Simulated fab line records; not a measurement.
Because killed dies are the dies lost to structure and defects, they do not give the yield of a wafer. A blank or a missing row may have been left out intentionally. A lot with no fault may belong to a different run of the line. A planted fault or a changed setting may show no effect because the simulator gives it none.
Which of the tools did it?	flow n5Finfet	Sampling: 11 lots, 33 wafers, 5 of 1938 route steps

## WHAT EACH GAUGE READ, for each wafer
N5_SD_ACTIVATION_INSPECT_02: inspects for defects (darkfield).
lot	measured	on	rawDefectCount
L075	day 3 14:19	defectInspect-01	247 192 179
L077	day 4 04:24	defectInspect-02	167 156 174
L079	day 4 16:15	defectInspect-01	167 142 186
L082	day 5 08:49	defectInspect-02	142 195 195
L084	day 6 00:57	defectInspect-01	165 171 183
L086	day 6 13:56	defectInspect-01	202 209 154
L088	day 6 21:20	defectInspect-02	196 166 205
L090	day 7 09:18	defectInspect-01	119 106 127
L092	day 7 20:49	defectInspect-02	131 129 156
L094	day 8 08:01	defectInspect-02	269 225 208
L096	day 8 21:55	defectInspect-02	141 235 251

## WHAT TOOL EACH LOT RAN ON (gives the tool, then ch and the chambers of the sampled wafers, and finally the start)
lot	N5_SD_EPI_N_STRIP_38	N5_SD_EPI_P_DESCUM_14	N5_SD_EPI_P_ETCH_47	N5_SD_ACTIVATION_LSA_01
L075	plasmaAsher-02 ch 0,1, day 3 06:19	rieDiel-04 ch 2,3, day 3 09:51	rieDiel-04 ch 2,3, day 3 10:22	laserAnneal-02 ch 0, day 3 13:50
L077	plasmaAsher-01 ch 0,1, day 3 19:23	rieDiel-05 ch 1,2,3, day 3 23:53	rieDiel-05 ch 1,2,3, day 4 00:25	laserAnneal-02 ch 0, day 4 03:52
L079	plasmaAsher-02 ch 0,1, day 4 08:02	rieDiel-04 ch 1,3, day 4 11:44	rieDiel-04 ch 1,3, day 4 12:16	laserAnneal-02 ch 0, day 4 15:44
L082	plasmaAsher-01 ch 0, day 5 00:20	rieDiel-04 ch 1,2, day 5 04:21	rieDiel-04 ch 1,2, day 5 04:52	laserAnneal-01 ch 0, day 5 08:19
L084	plasmaAsher-02 ch 0, day 5 16:47	rieDiel-04 ch 0,1,3, day 5 20:28	rieDiel-04 ch 0,1,3, day 5 20:59	laserAnneal-01 ch 0, day 6 00:27
L086	plasmaAsher-02 ch 0,1, day 6 05:19	rieDiel-05 ch 2,3, day 6 09:08	rieDiel-05 ch 2,3, day 6 09:56	laserAnneal-02 ch 0, day 6 13:28
L088	plasmaAsher-01 ch 0,1, day 6 13:15	rieDiel-05 ch 1,2, day 6 16:47	rieDiel-05 ch 1,2, day 6 17:18	laserAnneal-02 ch 0, day 6 20:48
L090	plasmaAsher-02 ch 0,1, day 7 01:11	rieDiel-05 ch 1,2,3, day 7 04:43	rieDiel-05 ch 1,2,3, day 7 05:13	laserAnneal-02 ch 0, day 7 08:50
L092	plasmaAsher-01 ch 0,1, day 7 11:49	rieDiel-04 ch 0,2,3, day 7 16:21	rieDiel-04 ch 0,2,3, day 7 16:52	laserAnneal-02 ch 0, day 7 20:18
L094	plasmaAsher-01 ch 0,1, day 7 23:47	rieDiel-05 ch 1,2,3, day 8 03:33	rieDiel-05 ch 1,2,3, day 8 04:04	laserAnneal-02 ch 0, day 8 07:29
L096	plasmaAsher-02 ch 0,1, day 8 12:02	rieDiel-05 ch 0,1, day 8 17:26	rieDiel-05 ch 0,1, day 8 17:57	laserAnneal-02 ch 0, day 8 21:25
- N5_SD_EPI_N_STRIP_38: strips in N2/H2.
- N5_SD_EPI_P_DESCUM_14: chemistry O2, time 7.9 s.
- N5_SD_EPI_P_ETCH_47: etches SiOCN in CH3F/O2, target depth 25 nm.
- N5_SD_ACTIVATION_LSA_01: time 0.0008 s.

## THE ANSWER, worked out from the rows above alone
Rule: usual is defined by the lots themselves. Put in order of their means at a reading, lots are off if they are a third of the lots or fewer, leave a main group of 4 or more, and stand apart from it by a gap of 3 or more times the standard deviation of the main group's means; of several such gaps the widest counts. A main group is skipped when, at the precision printed for the reading in the tables above, its means are all equal. Also off: a lot with no number at a reading for which 4 or more lots have one. Where the step has rows for the other lots, those lots are counted as sound.
No lot is off at any reading shown: from this, nothing can be told.

## WHAT HAD BEEN PUT IN BY THE SIMULATOR
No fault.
